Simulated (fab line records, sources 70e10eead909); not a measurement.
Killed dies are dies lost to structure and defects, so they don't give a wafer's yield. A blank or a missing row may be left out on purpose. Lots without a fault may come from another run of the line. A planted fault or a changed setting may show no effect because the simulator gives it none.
Which tool did it? | flow nand_harc | 12 lots, 36 wafers sampled, at 5 steps of a route of 1302

WHAT THE GAUGES READ, wafer by wafer
NHARC_A_CONTACT_INSPECT_10. Usual: raw_defect_count 82, standard deviation 33.
lot  | measured     | on                | raw_defect_count | flag
L674 | day 21 22:01 | defect_inspect-01 | 123 112 124      |
L675 | day 23 01:29 | defect_inspect-02 | 56 51 71         |
L676 | day 23 08:43 | defect_inspect-02 | 102 88 98        |
L681 | day 24 22:06 | defect_inspect-02 | 62 63 64         |
L680 | day 25 02:58 | defect_inspect-02 | 148 145 154      |
L682 | day 25 14:21 | defect_inspect-01 | 68 74 66         |
L684 | day 26 05:18 | defect_inspect-01 | 89 72 76         |
L688 | day 28 15:10 | defect_inspect-02 | 65 70 65         |
L691 | day 28 23:28 | defect_inspect-01 | 100 99 106       |
L695 | day 31 06:04 | defect_inspect-02 | 23 23 23         |
L696 | day 32 02:28 | defect_inspect-02 | 95 86 88         |
L697 | day 32 05:36 | defect_inspect-01 | 123 132 143      |

NHARC_END_SORT_01. Usual: killed_at_array 54, standard deviation 17; killed_at_other 1.0, standard deviation 1.4; killed_at_periphery 3.6, standard deviation 2.1; killed_dies 58, standard deviation 17; killed_open 3.2, standard deviation 2; killed_short 2.5, standard deviation 1.5.
lot  | measured     | on        | killed_at_array | killed_at_other | killed_at_periphery | killed_dies | killed_open | killed_short | flag
L674 | day 24 01:03 | prober-02 | 68 63 67        | 0 0 0           | 3 3 9               | 71 66 76    | 2 2 5       | 3 3 2        |
L675 | day 25 02:55 | prober-02 | 49 46 56        | 1 0 3           | 3 4 7               | 53 50 66    | 3 4 7       | 1 1 1        |
L676 | day 25 11:32 | prober-01 | 54 57 59        | 1 0 2           | 2 4 3               | 57 61 64    | 4 6 5       | 4 3 5        |
L681 | day 27 02:32 | prober-02 | 48 50 36        | 3 0 0           | 2 4 3               | 53 54 39    | 3 5 3       | 1 5 6        |
L680 | day 27 05:40 | prober-01 | 61 83 86        | 1 1 3           | 4 1 3               | 66 85 92    | 3 3 2       | 3 2 2        |
L682 | day 27 16:39 | prober-01 | 52 54 40        | 0 0 0           | 3 3 3               | 55 57 43    | 3 4 3       | 4 4 2        |
L684 | day 28 08:09 | prober-01 | 36 58 52        | 4 7 3           | 5 2 4               | 45 67 59    | 3 2 3       | 2 3 1        |
L688 | day 30 14:57 | prober-02 | 87 52 62        | 0 1 0           | 2 1 4               | 89 54 66    | 3 3 3       | 1 1 3        |
L691 | day 31 02:09 | prober-02 | 68 64 72        | 0 0 2           | 8 2 1               | 76 66 75    | 0 1 3       | 5 0 2        |
L695 | day 33 12:15 | prober-02 | 32 24 28        | 0 5 2           | 3 3 2               | 35 32 32    | 6 5 3       | 4 4 5        |
L696 | day 34 07:01 | prober-01 | 73 70 57        | 1 0 0           | 0 3 5               | 74 73 62    | 3 3 7       | 1 4 4        |
L697 | day 34 07:03 | prober-02 | 72 97 85        | 0 1 1           | 3 2 3               | 75 100 89   | 3 5 0       | 5 2 4        |

WHICH TOOL RAN EACH LOT (tool, then ch and the chambers of the sampled wafers, then the start)
lot  | NHARC_A_CONTACT_ETCH_30            | NHARC_A_CONTACT_ETCH_136             | NHARC_A_CONTACT_ETCH_137
L674 | rie_diel-02 ch 0,1,2, day 21 22:37 | har_cap_etch-03 ch 0,1, day 21 23:41 | har_cap_etch-03 ch 0,1, day 21 23:58
L675 | rie_diel-11 ch 0,2, day 23 02:04   | har_cap_etch-02 ch 0, day 23 03:22   | har_cap_etch-02 ch 0, day 23 03:43
L676 | rie_diel-09 ch 1,2,3, day 23 09:19 | har_cap_etch-02 ch 0,1, day 23 10:32 | har_cap_etch-02 ch 0,1, day 23 10:54
L681 | rie_diel-09 ch 1,3, day 24 22:47   | har_cap_etch-02 ch 0,1, day 25 00:04 | har_cap_etch-02 ch 0,1, day 25 00:20
L680 | rie_diel-09 ch 0,1,3, day 25 03:41 | har_cap_etch-03 ch 0,1, day 25 05:40 | har_cap_etch-03 ch 0,1, day 25 05:56
L682 | rie_diel-02 ch 0,1,3, day 25 14:56 | har_cap_etch-02 ch 0,1, day 25 16:06 | har_cap_etch-02 ch 0,1, day 25 16:22
L684 | rie_diel-02 ch 0,1,2, day 26 05:53 | har_cap_etch-01 ch 0,1, day 26 07:04 | har_cap_etch-01 ch 0,1, day 26 07:20
L688 | rie_diel-09 ch 0,1,3, day 28 15:45 | har_cap_etch-03 ch 0,1, day 28 16:52 | har_cap_etch-03 ch 0,1, day 28 17:08
L691 | rie_diel-11 ch 0,2, day 29 00:09   | har_cap_etch-01 ch 0,1, day 29 01:23 | har_cap_etch-01 ch 0,1, day 29 01:40
L695 | rie_diel-02 ch 0,1,3, day 31 06:50 | har_cap_etch-02 ch 0,1, day 31 08:32 | har_cap_etch-02 ch 0,1, day 31 08:49
L696 | rie_diel-02 ch 0,3, day 32 03:04   | har_cap_etch-03 ch 1, day 32 04:10   | har_cap_etch-03 ch 1, day 32 04:26
L697 | rie_diel-09 ch 0,1, day 32 06:11   | har_cap_etch-02 ch 1, day 32 07:19   | har_cap_etch-02 ch 1, day 32 07:35
- NHARC_A_CONTACT_ETCH_30: etches the open film in CF4/CHF3, target depth 72.6 nm, time 36.3 s.
- NHARC_A_CONTACT_ETCH_136: etches the open film in C4F8/O2/Ar, time 311 s, target depth 1912 nm.
- NHARC_A_CONTACT_ETCH_137: etches the open film in C4F8/O2/Ar, time 311 s, target depth 1912 nm.

WHAT THE TOOLS THEMSELVES READ (means of the sampled wafers that have a number; where no wafer has one, the mark that the record gives instead)
NHARC_A_CONTACT_ETCH_30. Usual: drypump_motor_current_A 5.6 A, standard deviation 0.47; oes_product_au 0.930 a.u., standard deviation 0.016; rf_vpp_V 369.7 V, standard deviation 2.3; run_length_s 57.6 s, standard deviation 0.36; showerhead_plenum_p_Torr 1.55 Torr, standard deviation 0.068; throttle_valve_pct 16.803 %, standard deviation 0.0088.
lot  | tool        | drypump_motor_current_A (A) | oes_product_au (a.u.) | rf_vpp_V (V) | run_length_s (s) | showerhead_plenum_p_Torr (Torr) | throttle_valve_pct (%) | flag
L674 | rie_diel-02 | 5.9                         | 0.922                 | 371.0        | 57.5             | 1.58                            | 16.804                 |
L675 | rie_diel-11 | 6.2                         | 0.911                 | 369.3        | 57.8             | 1.54                            | 16.807                 |
L676 | rie_diel-09 | 5.5                         | 0.927                 | 370.3        | 57.6             | 1.57                            | 16.810                 |
L681 | rie_diel-09 | 5.8                         | 0.932                 | 372.1        | 57.8             | 1.64                            | 16.804                 |
L680 | rie_diel-09 | 5.6                         | 0.932                 | 370.2        | 57.5             | 1.57                            | 16.798                 |
L682 | rie_diel-02 | 5.5                         | 0.981                 | 369.7        | 57.8             | 1.56                            | 16.799                 | OFF
L684 | rie_diel-02 | 5.9                         | 0.930                 | 370.2        | 57.8             | 1.57                            | 16.802                 |
L688 | rie_diel-09 | 5.6                         | 0.929                 | 370.8        | 55.0             | 1.57                            | 16.809                 | OFF
L691 | rie_diel-11 | 6.2                         | 0.928                 | 369.7        | 57.8             | 1.53                            | 16.802                 |
L695 | rie_diel-02 | 5.5                         | 0.923                 | 369.7        | 57.6             | 1.55                            | 16.798                 |
L696 | rie_diel-02 | 5.1                         | 0.938                 | 370.0        | 57.7             | 1.55                            | 16.804                 |
L697 | rie_diel-09 | 5.3                         | 0.923                 | 368.2        | 57.4             | 1.50                            | 16.800                 |

NHARC_A_CONTACT_ETCH_136. Usual: run_length_s 311.1 s, standard deviation 0.31.
lot  | tool            | run_length_s (s) | flag
L674 | har_cap_etch-03 | 311.0            |
L675 | har_cap_etch-02 | 311.0            |
L676 | har_cap_etch-02 | 311.0            |
L681 | har_cap_etch-02 | 311.0            |
L680 | har_cap_etch-03 | 311.0            |
L682 | har_cap_etch-02 | 311.0            |
L684 | har_cap_etch-01 | 311.0            |
L688 | har_cap_etch-03 | 311.0            |
L691 | har_cap_etch-01 | 311.0            |
L695 | har_cap_etch-02 | 311.0            |
L696 | har_cap_etch-03 | 311.0            |
L697 | har_cap_etch-02 | 311.0            |

NHARC_A_CONTACT_ETCH_137. Usual: run_length_s 311.06 s, standard deviation 0.29.
lot  | tool            | run_length_s (s) | flag
L674 | har_cap_etch-03 | 311.00           |
L675 | har_cap_etch-02 | 311.00           |
L676 | har_cap_etch-02 | 311.00           |
L681 | har_cap_etch-02 | 311.00           |
L680 | har_cap_etch-03 | 311.00           |
L682 | har_cap_etch-02 | 311.00           |
L684 | har_cap_etch-01 | 311.00           |
L688 | har_cap_etch-03 | 311.00           |
L691 | har_cap_etch-01 | 311.00           |
L695 | har_cap_etch-02 | 311.00           |
L696 | har_cap_etch-03 | 311.00           |
L697 | har_cap_etch-02 | 311.00           |

THE ANSWER, worked out from the rows above alone
Rule: a lot is off if the mean of its wafers that have a number lies more than 3 standard deviations from the usual mean. A lot without any number at a reading at which 4 lots or more have one is off too. The other lots that the step has rows for count as sound. The gauges are gone through in route order, then the tools' own readings, and for those a lot's mean is taken as printed above. The first step at which some lot is off is used, and at that step the reading that is off furthest; a lot without a number counts as furthest.
Off: L688, at NHARC_A_CONTACT_ETCH_30 (run_length_s).
A tool fits if, at that step or a process step before it, it ran every lot that is off, and no sound lot after the first of them. None of those tried fits.

WHAT THE SIMULATOR HAD PUT IN
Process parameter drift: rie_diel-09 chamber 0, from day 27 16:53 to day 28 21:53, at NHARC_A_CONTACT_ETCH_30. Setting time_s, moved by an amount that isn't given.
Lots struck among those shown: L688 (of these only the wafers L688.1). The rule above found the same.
